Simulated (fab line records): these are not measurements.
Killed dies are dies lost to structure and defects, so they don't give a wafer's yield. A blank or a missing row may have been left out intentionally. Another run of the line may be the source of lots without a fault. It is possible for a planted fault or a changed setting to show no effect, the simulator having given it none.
fab line records ; flow nand-harc
record: lots: 13; wafers: 38; last-day: 33
route steps=1302 shown A_DECK1_JOINT@518 A_ONON_D2@550 A_CHANNEL_HOLE_D2@585 END@1302
lots that met no fault: taken from a fault-free run of the same line
start-h: the number of hours between the record's first day and the start of the first shown wafer of the lot ; wait-h: how many hours have passed since the lot's step before this one ; " the same as in the row above ; L1.1+2: one row covering several wafers at once ; - no value, or no start was given ; * or withheld: withheld ; < > ~ a bound
route shown NAME@n: a module of which the file shows steps, and the number in the route of the first ; usual: the fault-free wafers' mean and standard deviation ; same: alike in all rows ; chamber/n: place in a boat ; sites: the reading at each site ; _std_site: how widely they spread, as a standard deviation ; _edge_site: the outer-site mean with the inner-site mean subtracted ; radius-mm: for every site, how far away it sits from the centre of the wafer ; mask NAME#n: copy n ; behind: the last tool/chamber to shape the wafer ; hold: what put the lot on hold/how long, in hours/how the hold closed ; device: names the non-switching transistor (n, p or np) ; end of line: the route-end tests of the same wafers ; where a step has no rows: the recipe by itself ; killed: the dies lost at the first sort to structure and to defects; this is not the yield of the wafer ; map: dies across one wafer; x = killed, . = not, _ = none there
set.NAME: setting as actually run; set.NAME@STEP: the setting as run at that earlier step ; model.NAME: the simulator's own value behind a step, which no gauge read
steps of the route over a sample of lots; a table a step, a row a wafer
services: the hour from which a tool's chamber was out of use, counted from the record's first day as start-h (under 0 if before that day), plus the number of hours and why
== steps ==
step: NHARC_A_DECK1_JOINT_ETCHBACK_07
recipe: target-depth-a: 1050; time-s: 26.9; hbr-flow-sccm: 150; rf-w: 350; icp-w: 350; bias-w: 60; chemistry: HBr
usual: drypump-motor-current-A: 6.0/0.51; he-backside-leak-sccm: 2.8/0.32; oes-product-au: 0.998/0.0065; throttle-valve-pct: 23.266/0.0092
same: time-s: 26.9
lot.wafer;tool;chamber;start-h;wait-h;drypump-motor-current-A;he-backside-leak-sccm;oes-product-au;rf-hours-counter-h;throttle-valve-pct
L751.2;rie-si-06;1;269.10;0.1;5.8;2.6;1.001;0.1;23.261
L751.4;rie-si-06;0;269.10;0.1;5.5;2.5;0.990;0.1;23.263
L751.6;rie-si-06;1;269.10;0.1;5.8;2.5;0.998;-;23.258
L752.1;rie-si-02;1;274.74;0.1;4.9;2.6;0.994;1.1;23.266
L752.5;rie-si-02;1;274.74;0.1;4.9;2.6;1.009;-;23.263
L752.6;rie-si-02;2;274.74;0.1;6.2;2.9;1.007;-;23.281
L754.1;rie-si-02;3;288.81;0.1;6.0;2.5;1.010;0;23.277
L754.3;rie-si-02;1;288.81;0.1;4.9;2.6;1.003;0;23.281
L754.6;rie-si-02;0;288.81;0.1;6.2;3.0;0.995;-;23.270
L757.1;rie-si-01;0;306.03;0.1;6.7;2.6;1.008;0.8;23.275
L757.3;rie-si-01;1;306.03;0.1;5.6;2.9;0.999;0.9;23.252
L757.2;rie-si-01;2;306.03;0.1;6.2;2.6;0.999;0.8;23.277
L756.3;rie-si-02;1;313.29;0.1;4.9;2.5;0.995;0.1;23.269
L756.4;rie-si-02;2;313.29;0.1;6.2;2.9;1.006;0.2;23.270
L763.1;rie-si-01;1;379.41;0.1;5.6;2.9;0.999;0;23.253
L763.6;rie-si-01;3;379.41;0.1;6.4;2.8;1.009;-;23.253
L763.5;rie-si-01;0;379.41;0.1;6.7;2.7;0.999;-;23.257
L766.4;rie-si-02;0;405.33;0.1;6.3;3.1;0.995;0.8;23.270
L766.1;rie-si-02;2;405.33;0.1;6.2;3.0;1.006;0.8;23.253
L766.3;rie-si-02;3;405.33;0.1;6.0;2.6;0.995;0.7;23.270
L767.4;rie-si-01;0;414.80;0.1;6.7;2.7;0.998;0.2;23.253
L767.1;rie-si-01;2;414.80;0.1;6.1;2.6;1.008;0.2;23.254
L767.2;rie-si-01;3;414.80;0.1;6.4;5.4;1.000;0.2;23.247
L768.2;rie-si-06;0;422.45;0.1;5.5;2.4;0.993;1.1;23.253
L768.3;rie-si-06;2;422.45;0.1;6.0;2.6;1.003;1.1;23.261
L768.4;rie-si-06;0;422.45;0.1;5.5;2.2;1.009;-;23.272
L769.3;rie-si-01;1;443.47;0.1;5.6;2.9;0.990;0.3;23.258
L769.6;rie-si-01;2;443.47;0.1;6.1;2.8;1.001;-;23.259
L769.5;rie-si-01;3;443.47;0.1;6.4;2.8;0.990;-;23.283
L770.3;rie-si-01;0;448.35;0.1;6.7;2.6;0.996;0.5;23.266
L770.1;rie-si-01;1;448.35;0.1;5.7;3.1;1.002;0.4;23.251
L770.4;rie-si-01;3;448.35;0.1;6.3;2.6;0.995;0.5;23.272
L771.4;rie-si-06;3;452.42;0.1;6.2;2.7;0.997;0.1;23.266
L771.5;rie-si-06;0;452.42;0.1;5.5;2.3;0.991;-;23.269
L771.6;rie-si-06;1;452.42;0.1;5.8;2.6;0.990;-;23.266
L772.1;rie-si-01;3;472.93;0.1;6.4;2.7;0.993;0.6;23.253
L772.4;rie-si-01;0;472.93;0.1;6.7;2.9;0.998;0.6;23.259
L772.6;rie-si-01;2;472.93;0.1;6.1;2.9;0.996;-;23.275
step: NHARC_A_ONON_D2_THK_MEAS_08
recipe: thk-meas-gauge: ellipsometry
usual: thk-nm: 1001/11
lot.wafer;tool;chamber;start-h;wait-h;thk-nm
L751.2;film-metro-02;-;304.42;-;982
L751.4;film-metro-02;-;304.42;-;985
L751.6;film-metro-02;-;304.42;-;986
L752.1;film-metro-02;-;311.67;-;978
L752.5;film-metro-02;-;311.67;-;977
L752.6;film-metro-02;-;311.67;-;978
L754.1;film-metro-02;-;321.83;-;995
L754.3;film-metro-02;-;321.83;-;995
L754.6;film-metro-02;-;321.83;-;996
L757.1;film-metro-02;-;345.83;-;1024
L757.2;film-metro-02;-;345.83;-;1026
L757.3;film-metro-02;-;345.83;-;1024
L756.3;film-metro-01;-;350.98;-;995
L756.4;film-metro-01;-;350.98;-;993
L763.1;film-metro-02;-;418.30;-;998
L763.5;film-metro-02;-;418.30;-;997
L763.6;film-metro-02;-;418.30;-;998
L767.1;film-metro-02;-;450.87;-;1006
L767.2;film-metro-02;-;450.87;-;1004
L767.4;film-metro-02;-;450.87;-;1004
L766.1;film-metro-01;-;452.19;-;999
L766.3;film-metro-01;-;452.19;-;1001
L766.4;film-metro-01;-;452.19;-;1000
L768.2;film-metro-02;-;457.66;-;997
L768.3;film-metro-02;-;457.66;-;998
L768.4;film-metro-02;-;457.66;-;995
L769.3;film-metro-02;-;477.75;-;989
L769.5;film-metro-02;-;477.75;-;991
L769.6;film-metro-02;-;477.75;-;992
L770.1;film-metro-02;-;489.85;-;1002
L770.3;film-metro-02;-;489.85;-;1005
L770.4;film-metro-02;-;489.85;-;1002
L771.4;film-metro-01;-;489.87;-;1006
L771.5;film-metro-01;-;489.87;-;1006
L771.6;film-metro-01;-;489.87;-;1004
L772.1;film-metro-01;-;510.73;-;998
L772.4;film-metro-01;-;510.73;-;999
L772.6;film-metro-01;-;510.73;-;998
step: NHARC_A_ONON_D2_DEP_28
recipe: target-thk-a: 10000; n2-flow-sccm: 2750; n2o-flow-sccm: 2000; nh3-flow-sccm: 500; sih4-flow-sccm: 210; temp-c: 400
lot.wafer;tool;chamber;start-h;wait-h
L751.2+4+6;pecvd-onon-03;0;315.69;0.2
L752.1+5+6;pecvd-onon-01;0;322.26;0.1
L754.1+3+6;pecvd-onon-03;0;332.71;0.1
L757.1+2+3;pecvd-onon-03;0;356.54;0.1
L756.3+4;pecvd-onon-03;0;361.32;0.2
L763.1+5+6;pecvd-onon-04;0;429.78;0.1
L766.1+3+4;pecvd-onon-04;0;461.44;0.1
L767.1+2+4;pecvd-onon-03;0;461.46;0.1
L768.2+3+4;pecvd-onon-01;0;469.30;0.1
L769.3+5+6;pecvd-onon-01;0;488.48;0.2
L770.1+3+4;pecvd-onon-03;0;500.09;0.1
L771.4+5+6;pecvd-onon-01;0;500.26;0.2
L772.1+4+6;pecvd-onon-03;0;521.96;0.1
step: NHARC_A_ONON_D2_THK_MEAS_30
recipe: thk-meas-gauge: ellipsometry
usual: thk-nm: 1001/10
lot.wafer;tool;chamber;start-h;wait-h;thk-nm
L751.2;film-metro-02;-;316.14;-;996
L751.4;film-metro-02;-;316.14;-;998
L751.6;film-metro-02;-;316.14;-;996
L752.1;film-metro-01;-;322.77;-;995
L752.5;film-metro-01;-;322.77;-;991
L752.6;film-metro-01;-;322.77;-;994
L754.1;film-metro-02;-;333.22;-;989
L754.3;film-metro-02;-;333.22;-;990
L754.6;film-metro-02;-;333.22;-;988
L757.1;film-metro-01;-;357.05;-;1005
L757.2;film-metro-01;-;357.05;-;1006
L757.3;film-metro-01;-;357.05;-;612
L756.3;film-metro-02;-;361.71;-;619
L756.4;film-metro-02;-;361.71;-;619
L763.1;film-metro-01;-;430.30;-;1003
L763.5;film-metro-01;-;430.30;-;1001
L763.6;film-metro-01;-;430.30;-;1002
L766.1;film-metro-01;-;461.95;-;988
L766.3;film-metro-01;-;461.95;-;989
L766.4;film-metro-01;-;461.95;-;988
L767.1;film-metro-02;-;461.99;-;1008
L767.2;film-metro-02;-;461.99;-;1009
L767.4;film-metro-02;-;461.99;-;1009
L768.2;film-metro-02;-;469.76;-;1002
L768.3;film-metro-02;-;469.76;-;1003
L768.4;film-metro-02;-;469.76;-;1004
L769.3;film-metro-01;-;488.88;-;1019
L769.5;film-metro-01;-;488.88;-;1018
L769.6;film-metro-01;-;488.88;-;1016
L771.4;film-metro-01;-;500.60;-;1002
L771.5;film-metro-01;-;500.60;-;1001
L771.6;film-metro-01;-;500.60;-;1002
L770.1;film-metro-02;-;500.60;-;976
L770.3;film-metro-02;-;500.60;-;976
L770.4;film-metro-02;-;500.60;-;977
L772.1;film-metro-02;-;522.47;-;1018
L772.4;film-metro-02;-;522.47;-;1019
L772.6;film-metro-02;-;522.47;-;1017
step: NHARC_A_CHANNEL_HOLE_D2_DESCUM_15
recipe: time-s: 3; o2-flow-sccm: 200; ar-flow-sccm: 0; bias-power-w: 0; chemistry: O2
usual: drypump-motor-current-A: 5.8/0.38; oes-product-au: 0.999/0.0075; rf-vpp-V: 57.8/0.87; showerhead-plenum-p-Torr: 1.92/0.081; throttle-valve-pct: 11.311/0.0082
same: time-s: 3
lot.wafer;tool;chamber;start-h;wait-h;drypump-motor-current-A;oes-product-au;rf-hours-counter-h;rf-vpp-V;showerhead-plenum-p-Torr;throttle-valve-pct
L751.2;rie-diel-05;0;319.63;0.1;6.1;1.014;3.5;57.2;1.84;11.317
L751.4;rie-diel-05;1;319.63;0.1;6.5;1.005;3.4;59.5;2.05;11.313
L751.6;rie-diel-05;3;319.63;0.1;6.0;0.995;-;58.6;1.97;11.319
L752.1;rie-diel-08;3;330.14;0.1;5.3;0.995;5.0;58.4;1.90;11.318
L752.6;rie-diel-08;2;330.14;0.1;6.1;1.004;-;57.7;1.98;11.313
L752.5;rie-diel-08;3;330.14;0.1;5.3;0.988;-;56.4;1.90;11.303
L754.1;rie-diel-12;0;337.04;0.1;5.9;1.000;2.2;58.0;1.79;11.316
L754.3;rie-diel-12;3;337.04;0.1;5.6;0.991;4.6;57.0;1.80;11.307
L754.6;rie-diel-12;0;337.04;0.1;5.8;1.005;-;56.1;1.79;11.303
L757.1;rie-diel-08;3;360.83;0.1;5.3;0.994;6.7;57.0;1.90;11.315
L757.2;rie-diel-08;1;360.83;0.1;6.4;1.000;7.6;56.8;1.87;11.306
L763.1;rie-diel-05;1;435.75;0.1;6.4;0.987;1.3;57.1;2.04;11.302
L763.6;rie-diel-05;3;435.75;0.1;6.0;1.007;-;56.4;1.96;11.314
L763.5;rie-diel-05;0;435.75;0.1;6.1;0.992;-;57.1;1.84;11.307
L766.4;rie-diel-08;2;465.28;0.1;6.1;1.008;3.9;57.3;1.98;11.309
L766.3;rie-diel-08;3;465.28;0.1;5.3;1.008;4.3;58.5;1.90;11.316
L766.1;rie-diel-08;0;465.28;0.1;5.2;1.008;4.0;58.8;1.95;11.322
L767.4;rie-diel-05;0;465.47;0.1;6.1;0.999;2.6;57.4;1.84;11.315
L767.1;rie-diel-05;1;465.47;0.1;6.5;0.997;2.9;58.0;2.04;11.305
L767.2;rie-diel-05;2;465.47;0.1;5.6;1.002;3.0;58.0;1.88;11.289
L768.2;rie-diel-05;1;473.19;0.1;6.5;1.005;3.4;58.5;2.04;11.299
L768.4;rie-diel-05;2;473.19;0.1;5.6;0.991;3.5;58.5;1.88;11.303
L768.3;rie-diel-05;3;473.19;0.1;5.9;1.024;3.6;57.1;1.96;11.310
L769.3;rie-diel-08;0;498.48;0.1;5.2;1.004;5.7;57.5;1.95;11.327
L769.5;rie-diel-08;3;498.48;0.1;5.3;1.005;-;57.5;1.90;11.315
L769.6;rie-diel-08;0;498.48;0.1;5.1;1.002;-;58.8;1.95;11.317
L770.1;rie-diel-08;2;504.17;0.1;6.1;0.993;5.8;57.2;1.97;11.316
L770.3;rie-diel-08;3;504.17;0.1;5.3;1.008;6.5;58.7;1.90;11.302
L770.4;rie-diel-08;0;504.17;0.1;5.2;1.004;-;57.8;1.95;11.311
L771.4;rie-diel-08;2;504.37;0.1;6.1;0.997;-;58.6;1.97;11.310
L771.5;rie-diel-08;3;504.37;0.1;5.3;1.006;-;57.5;1.90;11.313
L771.6;rie-diel-08;0;504.37;0.1;5.2;1.007;-;58.2;1.95;11.307
L772.4;rie-diel-12;0;525.95;0.1;5.9;0.998;3.2;56.8;1.78;11.311
L772.1;rie-diel-12;1;525.95;0.1;5.5;0.996;3.5;58.4;2.05;11.317
L772.6;rie-diel-12;2;525.95;0.1;5.7;0.993;-;58.1;1.91;11.311
step: NHARC_END_SORT_01
recipe: temp-c: 25
usual: killed-at-array: 54/16; killed-at-other: 0.6/0.86; killed-at-periphery: 3.8/2.6; killed-dies: 58/16; killed-open: 3.3/1.8; killed-short: 2.7/1.7
same: gross-dies: 677
lot.wafer;tool;chamber;start-h;wait-h;killed-at-array;killed-at-other;killed-at-periphery;killed-dies;killed-open;killed-short
L754.1;prober-01;0;602.42;2.5;74;0;6;80;7;5
L754.3;prober-01;0;604.01;3.1;82;0;2;84;6;6
L754.6;prober-01;0;606.41;4.0;72;0;2;74;1;4
L757.1;prober-01;0;627.59;2.5;71;0;0;71;4;1
L757.2;prober-01;0;628.37;2.8;63;0;0;63;1;1
L757.3;prober-01;0;629.16;3.1;677;0;0;677;2;2
L756.3;prober-02;0;629.23;3.1;673;0;4;677;7;5
L756.4;prober-02;0;630.04;3.4;675;1;1;677;1;1
L767.1;prober-02;0;741.11;2.5;48;0;11;59;5;2
L767.2;prober-02;0;741.92;2.8;48;1;6;55;4;4
L767.4;prober-02;0;743.55;3.4;43;0;13;56;1;4
killed by level:class
L754.1 A_CHANNEL_HOLE_D1:chamber-film-flake=35 A_SLIT:chamber-film-flake=10 A_CHANNEL_HOLE_D2:chamber-film-flake=7 P_M0:chamber-film-flake=6 A_STAIRCASE:chamber-film-flake=4 A_ONON_D1:geometric-particle:short=2 A_ONON_D1:geometric-particle:open=2 A_M0:geometric-particle:open=2
L754.3 A_CHANNEL_HOLE_D1:chamber-film-flake=30 A_SLIT:chamber-film-flake=15 A_CONTACT:chamber-film-flake=11 A_CHANNEL_HOLE_D2:chamber-film-flake=8 A_ONON_D2:geometric-particle:short=2 A_WL_FILL:geometric-particle:open=2 A_M0:geometric-particle:open=2 P_M0:chamber-film-flake=2
L754.6 A_CHANNEL_HOLE_D1:chamber-film-flake=33 A_SLIT:chamber-film-flake=19 A_CHANNEL_HOLE_D2:chamber-film-flake=7 A_STAIRCASE:chamber-film-flake=5 P_M0:chamber-film-flake=2 A_CONTACT:chamber-film-flake=2 A_ONON_D1:geometric-particle:short=1 A_CHANNEL_FILL_D1:geometric-particle:short=1
L757.1 A_CHANNEL_HOLE_D2:chamber-film-flake=40 A_SLIT:chamber-film-flake=17 A_CHANNEL_HOLE_D1:chamber-film-flake=4 A_CONTACT:chamber-film-flake=3 A_ONON_D2:geometric-particle:open=2 A_STAIRCASE:chamber-film-flake=2 A_CHANNEL_FILL_D1:geometric-particle:open=1 A_DECK1_JOINT:geometric-particle:open=1
L757.2 A_CHANNEL_HOLE_D2:chamber-film-flake=33 A_SLIT:chamber-film-flake=24 A_CONTACT:chamber-film-flake=2 A_ONON_D2:geometric-particle:short=1 A_M0:geometric-particle:open=1 A_CHANNEL_HOLE_D1:chamber-film-flake=1 A_STAIRCASE:chamber-film-flake=1
L757.3 A_ONON_D2:area-dep=615 A_CHANNEL_HOLE_D2:chamber-film-flake=33 A_SLIT:chamber-film-flake=15 A_CHANNEL_HOLE_D1:chamber-film-flake=8 A_DECK1_JOINT:geometric-particle:open=1 A_ONON_D2:geometric-particle:short=1 A_ONON_D2:geometric-particle:open=1 A_WL_FILL:geometric-particle:short=1
L756.3 A_ONON_D2:area-dep=590 A_CHANNEL_HOLE_D1:chamber-film-flake=34 A_CHANNEL_HOLE_D2:chamber-film-flake=33 P_M0:geometric-particle:open=2 A_CHANNEL_FILL_D1:geometric-particle:open=2 A_CONTACT:chamber-film-flake=2 P_GATE:geometric-particle:short=1 A_CHANNEL_FILL_D1:geometric-particle:short=1
L756.4 A_ONON_D2:area-dep=611 A_CHANNEL_HOLE_D2:chamber-film-flake=27 A_CHANNEL_HOLE_D1:chamber-film-flake=22 A_WL_FILL:chamber-film-flake=4 A_STAIRCASE:chamber-film-flake=3 A_BLC:chamber-film-flake=2 A_ONON_D1:geometric-particle:short=1 A_STAIRCASE:geometric-particle:open=1
L767.1 A_CHANNEL_HOLE_D2:chamber-film-flake=15 A_CHANNEL_HOLE_D1:chamber-film-flake=8 P_CONTACT:chamber-film-flake=5 A_CONTACT:chamber-film-flake=5 A_SLIT:chamber-film-flake=5 A_SGD_CUT:chamber-film-flake=4 P_ZERO_WELL:chamber-film-flake=3 A_WL_FILL:chamber-film-flake=3
L767.2 A_CHANNEL_HOLE_D2:chamber-film-flake=12 A_CHANNEL_HOLE_D1:chamber-film-flake=11 A_SLIT:chamber-film-flake=5 A_CONTACT:chamber-film-flake=5 P_CONTACT:chamber-film-flake=3 A_WL_FILL:chamber-film-flake=3 A_ONON_D1:geometric-particle:open=2 A_CHANNEL_FILL_D1:chamber-film-flake=2
L767.4 A_CHANNEL_HOLE_D2:chamber-film-flake=13 P_CONTACT:chamber-film-flake=9 A_CHANNEL_HOLE_D1:chamber-film-flake=8 A_SGD_CUT:chamber-film-flake=8 A_SLIT:chamber-film-flake=4 A_CONTACT:chamber-film-flake=3 P_GATE:chamber-film-flake=2 A_STAIRCASE:chamber-film-flake=2
== services ==
tool;chamber;start-h;hours;kind
rie-si-01;3;245.15;18.6;repair
rie-si-06;-;249.00;9.0;pm
rie-si-01;3;265.00;6.7;repair
pecvd-onon-01;-;269.00;13.0;pm
rie-si-02;-;277.00;9.0;pm
rie-diel-05;1;320.73;5.1;repair
rie-diel-05;2;322.31;4.4;repair
rie-diel-08;0;355.88;5.6;repair
pecvd-onon-01;-;361.73;5.8;repair
rie-diel-08;2;364.09;1.8;repair
rie-diel-08;-;367.80;9.0;pm
rie-si-01;-;370.00;9.0;pm
rie-si-02;-;381.17;0.2;repair
rie-diel-08;3;390.32;3.4;repair
rie-diel-05;-;406.60;9.0;pm
pecvd-onon-03;-;408.20;13.0;pm
pecvd-onon-01;-;450.00;13.0;pm
rie-si-02;-;454.00;9.0;pm
rie-diel-08;2;476.74;3.3;repair
rie-si-02;1;477.90;2.2;repair
rie-diel-05;1;479.12;4.2;repair
rie-diel-05;1;484.60;1.7;repair
rie-diel-08;1;500.14;6.8;repair
rie-si-01;1;501.43;17.7;repair
== key ==
first-sign: step: NHARC_A_ONON_D2_THK_MEAS_30; reading: thk-nm; direction: down; sigmas: 38; usual: 1001; struck: 616
effect: step: NHARC_END_SORT_01; reading: killed-at-array; direction: up; sigmas: 39; usual: 54; struck: 675
more-kills-born-at: NHARC_A_ONON_D2_DEP_28@pecvd-onon-03: 1816
met-at NHARC_A_ONON_D2_DEP_28
struck-lots L756,L757
struck-wafers L756.3,L756.4,L757.3
later-rows-left-out L756.3,L756.4,L757.3
tester-left-out L756,L757
not-acting-at NHARC_A_DECK1_JOINT_ETCHBACK_07,NHARC_A_ONON_D2_THK_MEAS_08,NHARC_A_CHANNEL_HOLE_D2_DESCUM_15
onset-between 332.71 356.54
fault: kind: process-parameter-drift; tool: pecvd-onon-03; chamber: -; onset-h: 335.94; steps: NHARC_A_ONON_D2_DEP_28; channel: target-thk-a; offset: *; shape: step; end-h: 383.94; scope: struck-wafers-only; acts-in: *; stated: *
tester-left-out: of these lots the tester's yield and bins aren't shown, on N5 and GAA mostly nor the transistor test; their killed dies are dies lost to structure and defects alone, not to doping, threshold or leakage, so they don't give the yield
later-rows-left-out: the simulator's readings of these wafers behind a module that went badly wrong aren't trusted and aren't shown, but for the sort
